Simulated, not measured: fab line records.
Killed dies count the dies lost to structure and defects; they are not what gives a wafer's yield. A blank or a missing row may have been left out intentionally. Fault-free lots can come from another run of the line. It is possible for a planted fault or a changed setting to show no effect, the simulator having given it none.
What tool caused it?	flow n5 finfet	9 lots with 27 wafers sampled at 4 steps, on a route of 1938 steps

## WHAT THE GAUGES SHOWED, per wafer
N5_WELL_APT_CD_MEAS_25 targets a cd of 200 nm.
lot	measured	on	cd nm (nm)
L428	day 1 21:14	cd sem-01	198.9 198.7 199.0
L431	day 2 15:13	cd sem-03	198.0 199.1 198.4
L436	day 3 21:54	cd sem-03	202.3 201.1 200.6
L437	day 4 02:56	cd sem-02	200.5 199.9 201.7
L438	day 4 09:23	cd sem-01	199.3 199.0 197.5
L439	day 4 15:01	cd sem-03	200.1 199.7 198.8
L444	day 5 20:48	cd sem-03	200.1 199.0 200.2
L449	day 7 03:11	cd sem-02	201.2 203.0 201.3
L450	day 7 08:52	cd sem-01	199.6 198.7 200.0

## TOOL THAT RAN EACH LOT (tool first, then ch and the chambers of the sampled wafers, then the start)
lot	N5_ZERO_LAYER_ETCH_18	N5_ZERO_LAYER_STRIP_24	N5_WELL_APT_DESCUM_13
L428	rie si-01 ch 0,1,2, day 1 19:02	plasma asher-02 ch 0,1, day 1 19:13	rie diel-02 ch 1,2,3, day 1 20:04
L431	rie si-01 ch 0,1, day 2 12:47	plasma asher-02 ch 0,1, day 2 12:54	rie diel-01 ch 0,1,3, day 2 14:02
L436	rie si-01 ch 0,2,3, day 3 19:45	plasma asher-01 ch 0,1, day 3 19:52	rie diel-01 ch 0,2,3, day 3 20:44
L437	rie si-01 ch 0,1,3, day 4 00:55	plasma asher-02 ch 0,1, day 4 01:01	rie diel-01 ch 1,2,3, day 4 01:46
L438	rie si-01 ch 0,1,3, day 4 06:55	plasma asher-01 ch 0,1, day 4 07:02	rie diel-06 ch 0,2, day 4 07:59
L439	rie si-03 ch 1,2, day 4 12:53	plasma asher-01 ch 0,1, day 4 12:59	rie diel-01 ch 0,1,2, day 4 13:44
L444	rie si-03 ch 1,3, day 5 18:47	plasma asher-01 ch 0,1, day 5 18:54	rie diel-01 ch 0,2, day 5 19:46
L449	rie si-03 ch 0,1, day 7 01:09	plasma asher-01 ch 0,1, day 7 01:16	rie diel-02 ch 1,2,3, day 7 02:02
L450	rie si-01 ch 0,1,2, day 7 06:51	plasma asher-02 ch 0,1, day 7 06:58	rie diel-06 ch 2,3, day 7 07:43
- N5_ZERO_LAYER_ETCH_18: etches Si in HBr/Cl2, target depth 120 nm, time 40 s.
- N5_ZERO_LAYER_STRIP_24: strips in O2.
- N5_WELL_APT_DESCUM_13: chemistry O2, time 7.9 s.

## THE ANSWER, worked out from the rows above alone
Rule: usual is defined by the lots themselves. Put in order of their means at a reading, lots are off if they are a third of the lots or fewer, leave a main group of 4 or more, and stand apart from it by a gap of 3 or more times the standard deviation of the main group's means; of several such gaps the widest counts. The tables above print the reading to a certain number of digits; a main group whose means all agree to those digits is not used. Also off: a lot with no number at a reading for which 4 or more lots have one. All remaining lots with rows at the step are treated as sound.
Across all readings shown, no lot is off: no conclusion can be drawn from this.

## WHAT THE SIMULATOR HAD PUT IN
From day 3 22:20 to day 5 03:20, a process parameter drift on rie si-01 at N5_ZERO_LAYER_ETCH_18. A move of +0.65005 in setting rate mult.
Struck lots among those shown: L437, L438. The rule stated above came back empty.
